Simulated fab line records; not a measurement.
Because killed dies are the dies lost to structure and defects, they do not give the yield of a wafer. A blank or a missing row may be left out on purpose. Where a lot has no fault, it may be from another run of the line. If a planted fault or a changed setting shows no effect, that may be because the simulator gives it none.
A lot that was struck, set against a sound lot + flow nand-harc + 16 steps out of a route of 1302
Sound: these wafers, L334.3, L334.4, L334.6. Struck: wafer L342.2 (L342.1, L342.5, from the same lot, were not struck and are left out); the cause is given at the end.
At each step with rows: each side's tool, then ch and its chambers, then its first start. Under that, the readings that differ: sound wafers + struck wafers + difference of the means + sigmas: that difference in standard deviations of wafers without a fault.
alike: a reading whose means differ by less than 2 such deviations, as well as words and numbers matching on both sides. not compared: withheld readings; readings where some wafer has no value; bounds like >300 that might hide an equal value; numbers whose values overlap and for which the record gives no deviation.
Wherever a step has rows on one side only, a row that says differs or no value, or a row with sigmas, the two part there. When numbers do not overlap yet have no deviation, they are printed without sigmas and do not part them. Lack of a reading on every wafer of one side parts them only where that side has two or more wafers.

NHARC_A_ONON_D2_THK_MEAS_11: measures by ellipsometry.
  sound on film-metro-01, day 14 18:54; struck on film-metro-02, day 18 23:47
| reading     | sound          | struck | difference | sigmas |
|-------------|----------------|--------|------------|--------|
| thk-nm (nm) | 1012 1012 1012 | 992    | -20        | -2     |
then, 1 step without rows for these wafers: NHARC_A_ONON_D2_DEP_12 (target thk 1000 nm).
NHARC_A_ONON_D2_THK_MEAS_14: measures by ellipsometry.
  sound on film-metro-02, day 14 19:28; struck on film-metro-01, day 19 00:21
  alike: thk-nm
then, 2 steps without rows for these wafers: NHARC_A_ONON_D2_ANNEAL_15 (time 3600 s); NHARC_A_ONON_D2_DEP_16 (target thk 1000 nm).
NHARC_A_ONON_D2_THK_MEAS_18: measures by ellipsometry.
  sound on film-metro-01, day 15 02:53; struck on film-metro-02, day 19 09:38
  alike: thk-nm
then, 1 step without rows for these wafers: NHARC_A_ONON_D2_DEP_19 (target thk 1000 nm).
NHARC_A_ONON_D2_THK_MEAS_21: measures by ellipsometry.
  sound on film-metro-01, day 15 03:28; struck on film-metro-01, day 19 10:11
  alike: thk-nm
then, 1 step without rows for these wafers: NHARC_A_ONON_D2_DEP_22 (target thk 1000 nm).
NHARC_A_ONON_D2_THK_MEAS_24: measures by ellipsometry.
  sound on film-metro-02, day 15 04:02; struck on film-metro-02, day 19 10:46
  alike: thk-nm
then, 1 step without rows for these wafers: NHARC_A_ONON_D2_DEP_25 (target thk 1000 nm).
NHARC_A_ONON_D2_THK_MEAS_27: measures by ellipsometry.
  sound on film-metro-01, day 15 04:35; struck on film-metro-02, day 19 11:19
  alike: thk-nm
NHARC_A_ONON_D2_DEP_28: target thk 1000 nm.
  sound on pecvd-onon-02 ch 0, day 15 04:46; struck on pecvd-onon-03 ch 0, day 19 11:23
  alike: n2-flow-sccm, n2o-flow-sccm
NHARC_A_ONON_D2_THK_MEAS_30: measures by ellipsometry.
  sound on film-metro-01, day 15 05:10; struck on film-metro-02, day 19 11:53
| reading     | sound       | struck | difference | sigmas |
|-------------|-------------|--------|------------|--------|
| thk-nm (nm) | 993 993 994 | 675    | -318       | -32    |
NHARC_A_ONON_D2_DEP_33: deposits SiO2, target thk 200 nm.
  sound on pecvd-02 ch 0,1,2, day 15 05:13; struck on pecvd-02 ch 1, day 19 11:56
  alike: heater-power-w, throttle-valve-pct
  not compared: since-wet-clean-h
-- record jumps: 11 days between struck wafers' starts before vs after; left off in module A_ONON_D2, resumes in module END, first step shown is number 1302 of the route --
NHARC_END_SORT_01:
  at this point the record logs the struck wafers (prober-01 ch 0, day 30 13:01) and has no rows for the sound ones

== WHERE THEY PART ==
First at NHARC_A_ONON_D2_THK_MEAS_11; last, within this record, at NHARC_END_SORT_01.

WHY: the cause the simulator had injected
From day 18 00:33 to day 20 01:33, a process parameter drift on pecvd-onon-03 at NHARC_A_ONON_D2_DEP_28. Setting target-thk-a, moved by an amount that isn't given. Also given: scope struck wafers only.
